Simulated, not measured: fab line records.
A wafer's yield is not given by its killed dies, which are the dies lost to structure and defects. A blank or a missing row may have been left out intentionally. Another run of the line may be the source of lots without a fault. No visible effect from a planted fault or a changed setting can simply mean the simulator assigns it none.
A struck lot beside a sound one | flow n5-finfet | 31 steps out of a route of 1938
Sound: the wafers L987.2, L987.4, L987.5. Struck: wafer L995.1; the same lot's L995.5 was not struck, so it is left out; see the end for the cause.
For every step that has rows: the tool of each side, followed by ch and its chambers, followed by its first start. Under that, the readings that differ: sound wafers | struck wafers | difference of the means | sigmas: that difference in standard deviations of wafers without a fault.
alike: same words and numbers on both sides, and readings whose means sit less than 2 such deviations apart. not compared: any withheld reading, any reading some wafer has no value for, any bound like >300 that may hide the same value, and any number with overlapping values for which the record gives no deviation.
Wherever a step has rows on one side only, a row that says differs or no value, or a row with sigmas, the two part there. Non-overlapping numbers with no deviation appear without sigmas and do not part them. A reading that every wafer of one side lacks parts them only if that side has two wafers or more.

first, 8 steps without rows for these wafers: N5_ILD0_LINER_00 (material SiNx, target thk 4 nm, pulse time 1 s, purge time 2 s); N5_ILD0_FCVD_FILL_01 (material SiO2 flowable, target thk 200 nm, time 328.3 s); N5_ILD0_CURE_02 (time 1800 s); N5_ILD0_CMP_03 (polishes, stops on SiNx, t overpolish 1.9 s, target thk 197.38 nm); N5_ILD0_CMP_07 (polishes SiO2 flowable, stops on poly-Si, t overpolish 1.18 s, target thk 138.88 nm); N5_ILD0_PRECLEAN_10 (cleans in NF3:NH3, afs cycles 5, time 20 s, sublimation time 60 s); N5_ILD0_ALD_15 (deposits SiNx, target thk 24 nm, pulse time 1 s, ald cycles 480); N5_ILD0_CMP_12 (polishes SiNx, stops on poly-Si, t overpolish 6 s, target thk 17.67 nm).
N5_SDB_HM_DEP_00: deposits SiNx from SiH4/NH3/N2, target thk 40 nm, time 35.3 s.
  sound on pecvd-02 ch 0,2, day 4 13:26; struck on pecvd-02 ch 0, day 6 08:39
  reading                                 | sound        | struck | difference | sigmas
  model.SiNx_of_SDB_HM_DEP_00.thk-nm (nm) | 40.8 40.8 42 | 32.8   | -8.4       |
  alike: heater-power-w, showerhead-plenum-p-Torr, showerhead-vpp-V, throttle-valve-pct
then, 13 steps without rows for these wafers: N5_SDB_COAT_03 (time 60 s, resist thk 100 nm); N5_SDB_COAT_04 (time 60 s, resist thk 18 nm); N5_SDB_COAT_05 (resist thk 90 nm); N5_SDB_EBR_07; N5_SDB_SOFTBAKE_06 (time 60 s); N5_SDB_EXPOSE_08 (exposes mask SDB); N5_SDB_PEB_09 (peb time 60 s); N5_SDB_DEVELOP_10 (develop time 30 s); N5_SDB_DESCUM_16 (chemistry O2, time 7.9 s); N5_SDB_ETCH_17 (etches SiARC in CF4, target depth 23.4 nm, time 39 s); N5_SDB_ETCH_18 (etches SOC in N2/H2, target depth 100 nm, overetch 20 nm, time 150 s); N5_SDB_STRIP_19 (strips in N2/H2); N5_SDB_STRIP_21 (strips in CF4).
N5_SDB_HM_OPEN_20: chemistry CH3F/O2, target SiNx, stops on poly-Si, target depth 24 nm.
  sound on rie-diel-06 ch 0,1,2, day 4 14:13; struck on rie-diel-06 ch 0, day 6 09:17
  reading                  | sound             | struck | difference | sigmas
  oes-product-au (a.u.)    | 0.66 0.63 0.75    | 0.54   | -0.14      | -2
  model.etch.depth-nm (nm) | 24.75 24.74 25.97 | 16.86  | -8.29      |
  alike: drypump-motor-current-A, oes_ar_750_au, rf-vpp-V, showerhead-plenum-p-Torr, throttle-valve-pct
  not compared: rf-hours-counter-h
then, 5 steps without rows for these wafers: N5_SDB_STRIP_22 (strips in N2/H2); N5_SDB_PRECLEAN_23 (cleans in dHF, time 30 s); N5_SDB_DUMMY_REMOVE_24 (chemistry TMAH, target poly-Si, stops on SiO2, target depth 142 nm, time 57 s, rinse time 30 s); N5_SDB_ETCH_25 (etches SiO2 in C4F6/O2, target depth 10 nm, time 3.3 s); N5_SDB_CUT_ETCH_26 (etches Si in HBr/Cl2/O2, target depth 129.6 nm, bt time 20 s, time 51.8 s).
N5_SDB_PRECLEAN_38: cleans in dHF, time 10 s.
  sound on wet-bench-06 ch 2,4,7, day 4 14:45; struck on wet-bench-06 ch 1, day 6 09:47
  reading                                 | sound        | struck | difference | sigmas
  model.SiNx_of_SDB_HM_DEP_00.thk-nm (nm) | 22.2 23.2 24 | 15.2   | -7.9       |
then, 1 step without rows for these wafers: N5_SDB_PRECLEAN_39 (cleans in O3/DIW, time 45 s).
-- the record jumps here: 9 days lie between the struck wafers' starts before and after (it left off in module SDB and takes up again in module PASSIVATION, whose first step shown is number 1936 of the route) --
N5_PASSIVATION_PROBE_49:
  sound: prober-01 at day 13 21:01; struck: prober-02 at day 15 04:11
  reading         | sound   | struck | difference | sigmas
  killed_at_M4_up | 16 6 17 | 3      | -10        | -2
  alike: killed_at_M0_to_M3, killed-at-contacts, killed-at-front-end, killed-at-other, killed-dies, killed-on-rim, killed-open, killed-short

## WHERE THEY PART
Last at N5_PASSIVATION_PROBE_49 as far as this record goes, first at N5_SDB_HM_OPEN_20.

WHY: whatever the simulator had introduced
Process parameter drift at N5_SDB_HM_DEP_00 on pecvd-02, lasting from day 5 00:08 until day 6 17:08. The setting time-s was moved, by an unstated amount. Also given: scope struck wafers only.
